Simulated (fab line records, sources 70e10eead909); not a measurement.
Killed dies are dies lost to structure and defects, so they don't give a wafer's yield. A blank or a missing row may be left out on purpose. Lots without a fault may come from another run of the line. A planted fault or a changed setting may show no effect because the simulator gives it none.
fab line records | flow nand_harc
record lots=5 wafers=15 last_day=33
route steps=1302 shown A_CHANNEL_HOLE_D2@577 A_CHANNEL_FILL_D2@610 END@1302
lots that met no fault: from a run of the same line without faults
start_h: hours from the record's first day to the start of the lot's first wafer shown | wait_h: hours since the lot's step before | " the same as in the row above | L1.1+2: a row that stands for several wafers | - no value, or no start given | * or withheld: withheld | < > ~ a bound
route shown NAME@n: a module of which the file shows steps, and the number in the route of the first | usual: mean/standard deviation of fault-free wafers | same: alike in all rows | chamber/n: place in a boat | sites: the reading at each site | _std_site: their standard deviation | _edge_site: outer sites' mean less inner sites' | radius_mm: how far each site lies from the wafer's centre | mask NAME#n: copy n | behind: the tool/chamber that last shaped the wafer | hold: why the lot was held/for how many hours/how that ended | device: the transistor (n, p or np) that didn't switch | end of line: the same wafers' tests at the end of the route | a step without rows: its recipe alone | killed: dies lost to structure and defects at the first sort, not the wafer's yield | map: a wafer's dies, x killed, . not, _ none there
set.NAME: the setting as run; set.NAME@STEP: as run at that earlier step | model.NAME: the simulator's own value behind a step, which no gauge read
lots at some steps of the route; a table a step, a row a wafer
services: from which hour (start_h, from the record's first day; less than 0 if before it) a tool's chamber was out of use, for how many hours, and why
## steps
# step NHARC_A_CHANNEL_HOLE_D2_SOFTBAKE_05
# recipe temp_c=105 time_s=55
# step NHARC_A_CHANNEL_HOLE_D2_EBR_06
# step NHARC_A_CHANNEL_HOLE_D2_EXPOSE_07
# recipe na=1.35 target_cd_nm=100 sigma_outer=0.3 dose_mj=59.65 mask_id=HOLE_D2
# step NHARC_A_CHANNEL_HOLE_D2_PEB_08
# recipe peb_temp_c=100 peb_time_s=65
# step NHARC_A_CHANNEL_HOLE_D2_DEVELOP_09
# recipe develop_time_s=35 dev_temp_c=23
# step NHARC_A_CHANNEL_HOLE_D2_CD_MEAS_10
# recipe target_cd_nm=100 landing_energy_ev=500
# usual cd_nm=100.0/0.58
# columns lot.wafer tool chamber start_h wait_h cd_nm
L375.1 cd_sem-02 0 333.52 - 99.1
L375.2 " 0 " " 99.7
L375.3 " 0 " " 98.9
L376.2 cd_sem-01 0 342.65 - 100.6
L376.3 " 0 " " 100.6
L376.5 " 0 " " 100.6
L382.2 cd_sem-03 0 400.06 - 100.0
L382.3 " 0 " " 101.0
L382.4 " 0 " " 100.8
L390.1 cd_sem-03 0 496.06 - 100.3
L390.3 " 0 " " 99.6
L390.5 " 0 " " 100.9
L393.2 cd_sem-03 0 520.02 - 99.4
L393.4 " 0 " " 99.9
L393.5 " 0 " " 99.1
# step NHARC_A_CHANNEL_HOLE_D2_OVL_MEAS_11
# usual overlay_x_nm=0.0/0.69 overlay_y_nm=0.1/0.91
# columns lot.wafer tool chamber start_h wait_h overlay_x_nm overlay_y_nm
L375.1 overlay-02 - 333.61 - 0.2 0.4
L375.2 " - " " -0.1 0.8
L375.3 " - " " 1.0 0.2
L376.2 overlay-02 - 342.74 - 0.1 -0.2
L376.3 " - " " 0.3 0.5
L376.5 " - " " -0.2 0.5
L382.2 overlay-01 - 400.15 - -0.8 -1.0
L382.3 " - " " -1.2 -0.5
L382.4 " - " " -0.6 -1.1
L390.1 overlay-02 - 496.14 - -0.1 0.9
L390.3 " - " " -0.5 1.4
L390.5 " - " " 0.0 1.6
L393.2 overlay-01 - 520.11 - -0.9 0.7
L393.4 " - " " -0.6 0.3
L393.5 " - " " -1.0 0.9
# step NHARC_A_CHANNEL_HOLE_D2_INSPECT_12
# usual raw_defect_count=31/21
# columns lot.wafer tool chamber start_h wait_h raw_defect_count
L375.1 defect_inspect-01 - 333.65 0.0 6
L375.2 " - " " 7
L375.3 " - " " 7
L376.2 defect_inspect-02 - 342.77 0.0 11
L376.3 " - " " 15
L376.5 " - " " 8
L382.2 defect_inspect-01 - 400.19 0.0 52
L382.3 " - " " 60
L382.4 " - " " 58
L390.1 defect_inspect-01 - 496.18 0.0 21
L390.3 " - " " 26
L390.5 " - " " 13
L393.2 defect_inspect-01 - 520.14 0.0 26
L393.4 " - " " 19
L393.5 " - " " 32
# step NHARC_A_CHANNEL_HOLE_D2_DESCUM_15
# recipe time_s=3 o2_flow_sccm=200 ar_flow_sccm=0 bias_power_w=0 chemistry=O2
# usual drypump_motor_current_A=5.6/0.45 oes_product_au=0.999/0.0098 rf_vpp_V=57.9/0.94 showerhead_plenum_p_Torr=1.93/0.099 throttle_valve_pct=11.312/0.0094
# columns lot.wafer tool chamber start_h wait_h drypump_motor_current_A oes_product_au rf_hours_counter_h rf_vpp_V showerhead_plenum_p_Torr throttle_valve_pct
L375.3 rie_diel-10 1 333.71 0.1 5.0 1.010 2.7 59.5 2.02 11.309
L375.2 " 3 " " 6.1 0.993 4.1 58.7 1.83 11.301
L375.1 " 0 " " 6.2 1.009 3.9 58.7 2.06 11.317
L376.3 rie_diel-07 3 342.85 0.1 5.4 0.998 1.8 56.3 2.05 11.324
L376.2 " 0 " " 5.4 0.993 2.5 58.2 1.81 11.302
L376.5 " 1 " " 5.1 1.004 - 57.2 1.82 11.317
L382.2 rie_diel-10 0 400.25 0.1 6.2 1.013 8.0 58.6 2.06 11.313
L382.4 " 1 " " 5.0 0.986 7.6 56.9 2.01 11.315
L382.3 " 2 " " 5.7 0.993 8.7 57.7 1.89 11.322
L390.1 rie_diel-07 1 496.24 0.1 5.1 1.006 0.2 56.0 1.82 11.311
L390.3 " 0 " " 5.4 0.988 0.2 56.3 1.81 11.322
L390.5 " 2 " " 5.8 1.017 - 55.9 2.02 11.321
L393.4 rie_diel-07 3 520.22 0.1 5.3 0.984 1.0 58.9 2.05 11.297
L393.2 " 0 " " 5.4 0.999 1.0 57.5 1.81 11.313
L393.5 " 2 " " 5.9 1.011 - 59.5 2.02 11.297
# step NHARC_A_CHANNEL_HOLE_D2_ETCH_38
# recipe target_depth_a=390 over_etch_frac=0.3 time_s=65 ion_energy_ev=80 cf4_flow_sccm=150 ar_flow_sccm=0 rf_w=300 bias_w=100 chemistry=CF4
# step NHARC_A_CHANNEL_HOLE_D2_ETCH_39
# recipe target_depth_a=2600 over_etch_frac=0.3 time_s=325 ion_energy_ev=200 n2_flow_sccm=150 h2_flow_sccm=150 ar_flow_sccm=0 rf_w=400 bias_w=150 chemistry=N2/H2
# step NHARC_A_CHANNEL_HOLE_D2_ETCH_34
# recipe target_depth_a=1540 time_s=77 cf4_flow_sccm=100 chf3_flow_sccm=30 ar_flow_sccm=0 rf_w=500 bias_w=200 chemistry=CF4/CHF3
# usual chf3_flow_sccm=29.99/0.095 drypump_motor_current_A=5.6/0.45 oes_product_au=0.958/0.016 rf_vpp_V=371.2/2.6 showerhead_plenum_p_Torr=1.59/0.078 throttle_valve_pct=16.802/0.0098
# columns lot.wafer tool chamber start_h wait_h chf3_flow_sccm drypump_motor_current_A oes_product_au rf_hours_counter_h rf_vpp_V showerhead_plenum_p_Torr throttle_valve_pct
L375.3 rie_diel-10 2 - - 29.95 5.6 0.949 4.3 370.7 1.55 16.806
L375.1 " 3 " " 30.06 6.1 0.972 4.2 368.6 1.51 16.799
L375.2 " 0 " " 29.93 6.2 0.988 4.1 373.9 1.69 16.801
L376.2 rie_diel-07 0 - - 30.01 5.5 0.970 2.7 369.6 1.49 16.810
L376.3 " 1 " " 30.04 5.1 0.971 2.9 368.2 1.50 16.799
L376.5 " 0 " " 30.04 5.4 0.954 - 366.6 1.49 16.802
L382.3 rie_diel-10 1 - - 29.97 4.9 0.937 7.7 374.7 1.65 16.813
L382.2 " 2 " " 29.97 5.6 0.934 8.9 369.2 1.55 16.803
L382.4 " 3 " " 30.01 6.1 0.943 8.6 368.9 1.51 16.818
L390.1 rie_diel-07 3 - - 29.99 5.3 0.975 0.4 372.9 1.68 16.812
L390.3 " 1 " " 30.06 5.1 0.970 0.4 369.2 1.50 16.794
L390.5 " 3 " " 29.97 5.3 0.967 - 374.5 1.68 16.812
L393.4 rie_diel-07 1 - - 30.02 5.1 0.957 1.5 369.1 1.50 16.799
L393.2 " 3 " " 30.08 5.3 0.955 1.1 373.9 1.68 16.804
L393.5 " 2 " " 30.07 5.9 0.972 - 373.0 1.65 16.816
# step NHARC_A_CHANNEL_HOLE_D2_ETCH_16
# recipe target_depth_a=31000 over_etch_frac=0.3 time_s=806 ion_energy_ev=150 o2_flow_sccm=400 cos_flow_sccm=20 ar_flow_sccm=0 rf_w=500 bias_w=300 chemistry=O2/COS
# usual drypump_motor_current_A=5.6/0.45 oes_product_au=0.998/0.01 rf_vpp_V=314.4/2.5 showerhead_plenum_p_Torr=3.14/0.15 throttle_valve_pct=28.330/0.0091
# same over_etch_frac=0.3
# columns lot.wafer tool chamber start_h wait_h drypump_motor_current_A oes_product_au rf_hours_counter_h rf_vpp_V showerhead_plenum_p_Torr throttle_valve_pct
L375.1 rie_diel-10 0 334.24 - 6.3 1.012 4.2 318.0 3.34 28.331
L375.2 " 2 " " 5.6 0.998 4.4 314.2 3.08 28.330
L375.3 " 3 " " 6.1 0.984 4.4 311.8 3.00 28.331
L376.2 rie_diel-07 0 343.36 - 5.4 0.991 2.8 311.9 2.96 28.331
L376.3 " 2 " " 5.9 1.005 2.8 315.7 3.29 28.318
L376.5 " 1 " " 5.1 1.021 - 311.6 2.98 28.342
L382.2 rie_diel-10 1 400.83 - 5.0 0.993 7.8 316.2 3.28 28.325
L382.3 " 2 " " 5.7 0.991 9.0 314.2 3.08 28.339
L382.4 " 3 " " 6.1 0.988 8.7 312.7 2.99 28.347
L390.1 rie_diel-07 2 496.83 - 5.9 1.006 0.6 315.6 3.28 28.318
L390.3 " 3 " " 5.3 0.984 0.5 317.3 3.33 28.323
L390.5 " 1 " " 5.1 1.004 - 312.7 2.98 28.336
L393.4 rie_diel-07 2 520.84 - 5.9 1.000 1.5 317.4 3.28 28.317
L393.2 " 3 " " 5.4 0.977 1.2 317.3 3.33 28.339
L393.5 " 1 " " 5.1 1.000 - 311.8 2.98 28.342
# step NHARC_A_CHANNEL_HOLE_D2_CD_MEAS_18
# usual cd_nm=99.3/2.1
# columns lot.wafer tool chamber start_h wait_h cd_nm
L375.1 cd_sem-02 - 334.82 - 101.7
L375.2 " - " " 98.1
L375.3 " - " " 96.4
L376.2 cd_sem-03 - 343.94 - 98.9
L376.3 " - " " 97.1
L376.5 " - " " 97.5
L382.2 cd_sem-03 - 401.36 - 99.4
L382.3 " - " " 103.2
L382.4 " - " " 101.7
L390.1 cd_sem-01 - 497.35 - 98.1
L390.3 " - " " 103.7
L390.5 " - " " 101.5
L393.2 cd_sem-03 - 521.31 - 99.5
L393.4 " - " " 97.9
L393.5 " - " " 97.0
# step NHARC_A_CHANNEL_HOLE_D2_ETCH_19
# recipe bias_v=1200 source_w=2500 pressure_mtorr=15 time_s=34.5 ar_flow_sccm=375 c4f8_flow_sccm=28.8 o2_flow_sccm=96.2 temp_c=-20 target_depth_a=* chemistry=C4F8/O2/Ar
# usual drypump_motor_current_A=6.0/0.43 showerhead_plenum_p_Torr=3.78/0.11 temp_c=-20.01/0.11 throttle_valve_pct=37.038/0.0093
# columns lot.wafer tool chamber start_h wait_h drypump_motor_current_A rf_hours_counter_h showerhead_plenum_p_Torr temp_c throttle_valve_pct
L375.2 har_etch-02 0 336.06 1.2 5.4 383 3.61 -19.97 37.032
L375.1 " 1 " " 6.6 383 3.76 -19.91 37.040
L375.3 " 0 " " 5.4 - 3.61 -20.14 37.036
L376.2 har_etch-01 1 344.01 0.1 6.2 175 3.73 -20.08 37.024
L376.3 " 1 " " 6.2 - 3.73 -19.91 37.059
L376.5 " 0 " " 5.9 - 3.88 -19.81 37.052
L382.2 har_etch-01 1 401.45 0.1 6.2 217 3.71 -20.02 37.052
L382.3 " 0 " " 5.9 - 3.86 -19.94 37.034
L382.4 " 1 " " 6.2 - 3.71 -20.19 37.021
L390.1 har_etch-02 1 497.42 0.1 6.6 57 3.71 -20.13 37.031
L390.3 " 1 " " 6.6 - 3.71 -20.17 37.044
L390.5 " 0 " " 5.5 - 3.95 -20.11 37.034
L393.2 har_etch-02 0 521.40 0.1 5.4 72 3.94 -19.99 37.031
L393.4 " 1 " " 6.7 - 3.71 -20.12 37.046
L393.5 " 1 " " 6.6 - 3.71 -20.12 37.052
# step NHARC_A_CHANNEL_HOLE_D2_ETCH_20
# recipe bias_v=3000 source_w=withheld pressure_mtorr=20 time_s=361.9 ar_flow_sccm=375 c4f8_flow_sccm=89.3 o2_flow_sccm=35.7 temp_c=-20 target_depth_a=16000 chemistry=C4F8/O2/Ar
# usual drypump_motor_current_A=6.0/0.43 showerhead_plenum_p_Torr=3.73/0.1 temp_c=-19.98/0.097 throttle_valve_pct=32.155/0.0092
# columns lot.wafer tool chamber start_h wait_h drypump_motor_current_A rf_hours_counter_h showerhead_plenum_p_Torr temp_c throttle_valve_pct
L375.2 har_etch-02 0 336.17 0.1 5.4 383 3.57 -20.02 32.148
L375.1 " 1 " " 6.6 383 3.72 -20.10 32.152
L375.3 " 0 " " 5.4 - 3.57 -20.03 32.158
L376.2 har_etch-01 1 344.12 0.1 6.2 175 3.69 -20.00 32.140
L376.3 " 1 " " 6.2 - 3.69 -20.19 32.145
L376.5 " 0 " " 5.9 - 3.83 -19.95 32.146
L382.2 har_etch-01 1 401.60 0.1 6.2 217 3.66 -19.93 32.150
L382.3 " 0 " " 5.9 - 3.81 -20.02 32.158
L382.4 " 1 " " 6.2 - 3.66 -20.05 32.160
L390.1 har_etch-02 1 497.53 0.1 6.6 57 3.67 -19.89 32.150
L390.3 " 1 " " 6.6 - 3.67 -20.04 32.153
L390.5 " 0 " " 5.4 - 3.90 -19.75 32.153
L393.2 har_etch-02 0 521.54 0.1 5.4 72 3.89 -19.90 32.156
L393.4 " 1 " " 6.6 - 3.66 -20.09 32.138
L393.5 " 1 " " 6.6 - 3.66 -20.16 32.164
# step NHARC_A_CHANNEL_HOLE_D2_ETCH_21
# recipe bias_v=3000 source_w=withheld pressure_mtorr=20 time_s=514.3 ar_flow_sccm=375 c4f8_flow_sccm=89.3 o2_flow_sccm=35.7 temp_c=-20 target_depth_a=16000 chemistry=C4F8/O2/Ar
# usual drypump_motor_current_A=6.0/0.43 showerhead_plenum_p_Torr=3.73/0.1 temp_c=-20.01/0.098 throttle_valve_pct=32.154/0.0099
# columns lot.wafer tool chamber start_h wait_h drypump_motor_current_A rf_hours_counter_h showerhead_plenum_p_Torr temp_c throttle_valve_pct
L375.2 har_etch-02 0 336.49 0.3 5.4 383 3.57 -19.98 32.147
L375.1 " 1 " " 6.6 383 3.72 -19.98 32.161
L375.3 " 0 " " 5.4 - 3.57 -19.99 32.137
L376.2 har_etch-01 1 344.44 0.3 6.2 175 3.69 -20.20 32.162
L376.3 " 1 " " 6.2 - 3.69 -20.17 32.155
L376.5 " 0 " " 5.9 - 3.83 -19.86 32.151
L382.2 har_etch-01 1 401.93 0.3 6.2 218 3.66 -20.19 32.144
L382.3 " 0 " " 5.9 - 3.81 -20.14 32.152
L382.4 " 1 " " 6.2 - 3.66 -20.01 32.148
L390.1 har_etch-02 1 497.85 0.3 6.6 57 3.67 -20.05 32.147
L390.3 " 1 " " 6.6 - 3.67 -19.99 32.166
L390.5 " 0 " " 5.4 - 3.90 -19.96 32.152
L393.2 har_etch-02 0 521.88 0.3 5.4 73 3.89 -20.01 32.162
L393.4 " 1 " " 6.6 - 3.66 -20.08 32.148
L393.5 " 1 " " 6.6 - 3.66 -20.08 32.155
# step NHARC_A_CHANNEL_HOLE_D2_ETCH_22
# recipe bias_v=3000 source_w=withheld pressure_mtorr=20 time_s=666.7 ar_flow_sccm=375 c4f8_flow_sccm=89.3 o2_flow_sccm=35.7 temp_c=-20 target_depth_a=16000 chemistry=C4F8/O2/Ar
# step NHARC_A_CHANNEL_HOLE_D2_ETCH_23
# recipe bias_v=5000 source_w=withheld pressure_mtorr=20 time_s=819 ar_flow_sccm=375 c4f8_flow_sccm=89.3 o2_flow_sccm=35.7 temp_c=-20 target_depth_a=16000 chemistry=C4F8/O2/Ar
# step NHARC_A_CHANNEL_HOLE_D2_ETCH_24
# recipe bias_v=5000 source_w=withheld pressure_mtorr=20 time_s=906.2 ar_flow_sccm=375 c4f8_flow_sccm=93.8 o2_flow_sccm=31.2 temp_c=-20 target_depth_a=15000 chemistry=C4F8/O2/Ar
# step NHARC_A_CHANNEL_HOLE_D2_ETCH_25
# recipe bias_v=5000 source_w=withheld pressure_mtorr=20 time_s=1040.2 ar_flow_sccm=375 c4f8_flow_sccm=93.8 o2_flow_sccm=31.2 temp_c=-20 target_depth_a=15000 chemistry=C4F8/O2/Ar
# step NHARC_A_CHANNEL_HOLE_D2_ETCH_26
# recipe bias_v=300 source_w=2000 pressure_mtorr=30 time_s=224.1 ar_flow_sccm=375 c4f8_flow_sccm=11.4 o2_flow_sccm=113.6 temp_c=-20 target_depth_a=3000 chemistry=C4F8/O2/Ar
# step NHARC_A_CHANNEL_HOLE_D2_ETCH_27
# recipe bias_v=400 source_w=2000 pressure_mtorr=25 time_s=90 ar_flow_sccm=375 c4f8_flow_sccm=41.7 o2_flow_sccm=83.3 temp_c=-20 target_depth_a=4000 chemistry=C4F8/O2/Ar
# step NHARC_A_CHANNEL_HOLE_D2_STRIP_41
# recipe n2_flow_sccm=150 h2_flow_sccm=150 ar_flow_sccm=0 bias_w=0 chemistry=N2/H2
# step NHARC_A_CHANNEL_HOLE_D2_STRIP_42
# recipe cf4_flow_sccm=100 chf3_flow_sccm=30 ar_flow_sccm=0 bias_w=0 chemistry=CF4/CHF3
# step NHARC_A_CHANNEL_HOLE_D2_STRIP_43
# recipe o2_flow_sccm=400 cos_flow_sccm=20 ar_flow_sccm=0 bias_w=0 chemistry=O2/COS
# step NHARC_A_CHANNEL_HOLE_D2_ETCH_44
# recipe target_depth_a=1400 overetch_a=140 time_s=77 ion_energy_ev=100 cf4_flow_sccm=80 o2_flow_sccm=20 ar_flow_sccm=0 rf_w=300 bias_w=100 chemistry=CF4/O2
# step NHARC_A_CHANNEL_HOLE_D2_STRIP_28
# recipe o2_flow_sccm=500 ar_flow_sccm=0 bias_w=0 chemistry=O2
# step NHARC_A_CHANNEL_HOLE_D2_PRECLEAN_29
# recipe time_s=* temp_c=50 bath_age_min=0 chemistry=SC1
# step NHARC_A_CHANNEL_HOLE_D2_SRD_30
# step NHARC_A_CHANNEL_HOLE_D2_CD_MEAS_31
# usual cd_nm=89.9/1.3
# columns lot.wafer tool chamber start_h wait_h cd_nm
L375.1 cd_sem-01 - 341.61 - 88.6
L375.2 " - " " 88.7
L375.3 " - " " 88.8
L376.2 cd_sem-03 - 349.56 - 89.4
L376.3 " - " " 89.8
L376.5 " - " " 89.7
L382.2 cd_sem-03 - 406.92 - 90.7
L382.3 " - " " 91.0
L382.4 " - " " 92.1
L390.1 cd_sem-01 - 502.92 - 90.4
L390.3 " - " " 90.4
L390.5 " - " " 91.1
L393.2 cd_sem-02 - 527.42 - 89.6
L393.4 " - " " 89.7
L393.5 " - " " 89.4
# step NHARC_A_CHANNEL_HOLE_D2_XSEM_32
# recipe landing_energy_ev=35000
# step NHARC_A_CHANNEL_HOLE_D2_INSPECT_40
# usual raw_defect_count=272/71
# columns lot.wafer tool chamber start_h wait_h raw_defect_count
L375.1 defect_inspect-01 - 341.80 - 231
L375.2 " - " " 186
L375.3 " - " " 286
L376.2 defect_inspect-02 - 349.74 - 200
L376.3 " - " " 224
L376.5 " - " " 192
L382.2 defect_inspect-02 - 407.10 - 235
L382.3 " - " " 1404
L382.4 " - " " 263
L390.1 defect_inspect-01 - 503.11 - 267
L390.3 " - " " 151
L390.5 " - " " 122
L393.2 defect_inspect-01 - 527.61 - 327
L393.4 " - " " 280
L393.5 " - " " 256
# step NHARC_A_CHANNEL_FILL_D2_PRECLEAN_00
# recipe time_s=* temp_c=50 bath_age_min=0 chemistry=SC1
# step NHARC_END_SORT_01
# recipe temp_c=25
# usual killed_at_array=54/17 killed_at_other=1.0/1.4 killed_at_periphery=3.6/2.1 killed_dies=58/17 killed_open=3.2/2 killed_short=2.5/1.5
# same gross_dies=677
# columns lot.wafer tool chamber start_h wait_h killed_at_array killed_at_other killed_at_periphery killed_dies killed_open killed_short
L375.1 prober-02 0 600.72 2.5 29 4 0 33 0 1
L375.2 prober-02 0 601.52 2.8 54 2 5 61 4 2
L375.3 prober-02 0 602.32 3.1 59 6 3 68 3 5
L376.2 prober-01 0 618.78 2.8 48 0 1 49 2 4
L376.3 prober-01 0 619.58 3.1 60 0 1 61 2 2
L376.5 prober-01 0 621.18 3.7 42 0 3 45 2 1
L382.2 prober-02 0 659.66 2.8 50 1 4 55 0 5
L382.3 prober-02 0 660.46 3.1 153 1 4 158 4 2
L382.4 prober-02 0 661.26 3.4 49 2 2 53 2 2
L393.2 prober-01 0 799.80 2.8 68 0 2 70 4 2
L393.4 prober-01 0 801.38 3.4 70 1 1 72 2 2
L393.5 prober-01 0 802.16 3.7 62 0 7 69 8 4
# killed by level:class
L375.1 A_CHANNEL_HOLE_D2:chamber_film_flake=9 A_STAIRCASE:chamber_film_flake=5 THIN_TSV:chamber_film_flake=4 A_CHANNEL_HOLE_D1:chamber_film_flake=3 A_M0:chamber_film_flake=3 A_CONTACT:chamber_film_flake=2 A_M0:geometric_particle:short=1 A_ZERO_WELL:chamber_film_flake=1
L375.2 A_CHANNEL_HOLE_D2:chamber_film_flake=31 A_STAIRCASE:chamber_film_flake=5 A_M0:chamber_film_flake=5 P_ZERO_WELL:chamber_film_flake=3 A_DECK1_JOINT:chamber_film_flake=3 A_CONTACT:chamber_film_flake=3 A_CHANNEL_HOLE_D1:chamber_film_flake=2 THIN_TSV:chamber_film_flake=2
L375.3 A_CHANNEL_HOLE_D2:chamber_film_flake=32 A_STAIRCASE:chamber_film_flake=7 THIN_TSV:chamber_film_flake=6 A_M0:chamber_film_flake=4 A_CHANNEL_HOLE_D1:chamber_film_flake=3 A_CHANNEL_FILL_D2:chamber_film_flake=3 A_M0:geometric_particle:open=2 P_ZERO_WELL:chamber_film_flake=2
L376.2 A_SLIT:chamber_film_flake=21 A_CHANNEL_HOLE_D2:chamber_film_flake=8 A_ZERO_WELL:chamber_film_flake=4 A_CHANNEL_HOLE_D1:chamber_film_flake=3 A_WL_FILL:chamber_film_flake=3 A_WL_FILL:geometric_particle:short=2 A_STAIRCASE:chamber_film_flake=2 A_DECK1_JOINT:geometric_particle:open=1
L376.3 A_SLIT:chamber_film_flake=33 A_CHANNEL_HOLE_D2:chamber_film_flake=9 A_CHANNEL_HOLE_D1:chamber_film_flake=5 A_ZERO_WELL:chamber_film_flake=2 A_CHANNEL_FILL_D2:chamber_film_flake=2 A_CONTACT:chamber_film_flake=2 A_ONON_D1:geometric_particle:open=1 A_ONON_D2:geometric_particle:open=1
L376.5 A_SLIT:chamber_film_flake=26 A_CHANNEL_HOLE_D2:chamber_film_flake=4 A_WL_FILL:chamber_film_flake=4 P_GATE:chamber_film_flake=2 A_ZERO_WELL:chamber_film_flake=2 A_CHANNEL_HOLE_D1:chamber_film_flake=2 P_M0:geometric_particle:open=1 A_SOURCE_PLATE:geometric_particle:open=1
L382.2 A_CHANNEL_HOLE_D2:chamber_film_flake=20 A_CHANNEL_HOLE_D1:chamber_film_flake=16 A_SLIT:chamber_film_flake=5 P_GATE:chamber_film_flake=3 A_ONON_D1:geometric_particle:short=2 A_CONTACT:chamber_film_flake=2 A_ONON_D2:geometric_particle:short=1 A_CHANNEL_HOLE_D2:geometric_particle:short=1
L382.3 A_CHANNEL_HOLE_D2:unspecified=100 A_CHANNEL_HOLE_D1:chamber_film_flake=32 A_CHANNEL_HOLE_D2:chamber_film_flake=13 A_CHANNEL_FILL_D2:chamber_film_flake=2 A_SLIT:chamber_film_flake=2 P_CONTACT:geometric_particle:open=1 P_BONDPAD:geometric_particle:open=1 A_ONON_D2:geometric_particle:short=1
L382.4 A_CHANNEL_HOLE_D2:chamber_film_flake=19 A_CHANNEL_HOLE_D1:chamber_film_flake=13 A_SLIT:chamber_film_flake=5 A_CONTACT:chamber_film_flake=5 A_STAIRCASE:chamber_film_flake=3 A_CHANNEL_FILL_D1:geometric_particle:open=1 A_ONON_D2:geometric_particle:short=1 A_WL_FILL:geometric_particle:open=1
L393.2 A_SLIT:chamber_film_flake=32 A_CHANNEL_HOLE_D1:chamber_film_flake=19 A_STAIRCASE:chamber_film_flake=5 A_WL_FILL:chamber_film_flake=3 A_CONTACT:chamber_film_flake=3 P_STI:geometric_particle:open=1 P_M0:geometric_particle:open=1 A_SOURCE_PLATE:geometric_particle:open=1
L393.4 A_SLIT:chamber_film_flake=36 A_CHANNEL_HOLE_D1:chamber_film_flake=16 A_STAIRCASE:chamber_film_flake=6 A_CONTACT:chamber_film_flake=5 A_WL_FILL:chamber_film_flake=3 A_CHANNEL_HOLE_D1:geometric_particle:short=1 A_CHANNEL_FILL_D1:geometric_particle:open=1 A_DECK1_JOINT:geometric_particle:open=1
L393.5 A_SLIT:chamber_film_flake=35 A_CHANNEL_HOLE_D1:chamber_film_flake=12 P_M0:geometric_particle:open=3 A_CHANNEL_FILL_D1:chamber_film_flake=3 P_ZERO_WELL:chamber_film_flake=2 A_STAIRCASE:chamber_film_flake=2 P_CONTACT:geometric_particle:open=1 P_M2:geometric_particle:open=1
# map L382.3 (x killed, . not)
____________.____________
_________......._________
_______..........._______
______.............______
_____..............._____
____..........x......____
____.................____
___....x.x............___
___......x..x..x......___
__.........xx.x.xxxxxx.__
__.x.....x.xxxxxxxx..x.__
_...x.....xxxxxx..x....._
_........xxxxxxx..x....._
_.xxxx...xxxxxxxxxx....._
_..x....xxxxxxxxx.x.x..._
_..xxxx.xxxxxxxxx......._
xxx.xx..xxxxxxxxx..x.....
xxx..xx..xxxxxxxx........
.xxxx.x...xxxxxxxx.......
..xxx.x...xxxxxxx........
.x..x.....xxxxxx.........
_..........xxx.x........_
_....x......xxxx........_
_............xx........._
_.....x................._
_...............x......._
__.....................__
__.....................__
___...................___
___................x..___
____.....x...........____
____..............x..____
_____...........x..._____
______.............______
_______..........._______
_________......._________
____________.____________
# map L375.3 (x killed, . not)
____________.____________
_________......._________
_______..........._______
______..x..........______
_____...........x..._____
____......x....x.....____
____..........xx.....____
___........x..x.......___
___.....xx............___
__.......x........x....__
__...x.................__
_.x......x.......x......_
_..x.................x.._
_.x.xx.................._
_.xx..xx..........x....._
_xxxxx.x................_
.xxxx............x.......
.x.x.x...................
...xxx....x..............
x.xxx....................
....xx...................
_......................._
_......x................_
_......................._
_....x..........xxx....._
_.....x................._
__.......x...x.........__
__...........x....x....__
___...........x...x...___
___x.....xx...........___
____.................____
____..............x..____
_____..............._____
______.........x...______
_______x.........._______
_________......._________
____________.____________
## services
# columns tool chamber start_h hours kind
har_etch-01 - 315.20 4.6 repair
rie_diel-07 3 327.45 5.5 repair
rie_diel-07 0 327.70 - clean
rie_diel-07 1 327.70 - clean
rie_diel-07 2 327.70 - clean
rie_diel-07 0 350.20 1.6 repair
rie_diel-07 0 352.20 - clean
rie_diel-07 1 352.20 - clean
rie_diel-07 2 352.20 - clean
rie_diel-07 3 352.20 - clean
rie_diel-07 1 355.01 2.6 repair
rie_diel-07 0 376.76 - clean
rie_diel-07 1 376.76 - clean
rie_diel-07 2 376.76 - clean
rie_diel-07 3 376.76 - clean
har_etch-02 - 381.82 17.0 pm
har_etch-02 0 381.82 17.0 vent_cycle
har_etch-02 1 381.82 17.0 vent_cycle
rie_diel-10 0 389.88 7.4 repair
rie_diel-07 1 391.64 15.6 repair
rie_diel-10 - 419.50 9.0 pm
rie_diel-07 - 447.16 5.8 repair
rie_diel-07 2 454.82 7.0 repair
rie_diel-07 - 471.20 9.0 pm
## key
first_sign step=NHARC_A_CHANNEL_HOLE_D2_INSPECT_40 reading=raw_defect_count direction=up sigmas=16 usual=272 struck=1404
effect step=NHARC_END_SORT_01 reading=killed_dies direction=up sigmas=5.8 usual=58 struck=158
more_kills_born_at NHARC_A_CHANNEL_HOLE_D2_ETCH_16@rie_diel-10=100
met_at NHARC_A_CHANNEL_HOLE_D2_ETCH_16
struck_wafers L382.3
tester_left_out L382
onset_between 334.24 400.83
fault kind=chamber_particle_source tool=rie_diel-10 chamber=2 onset_h=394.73 steps=NHARC_A_CHANNEL_HOLE_D2_ETCH_16 rate_per_visit_cm2=1.9149 end_h=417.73
# tester_left_out: of these lots the tester's yield and bins aren't shown, on N5 and GAA mostly nor the transistor test; their killed dies are dies lost to structure and defects alone, not to doping, threshold or leakage, so they don't give the yield
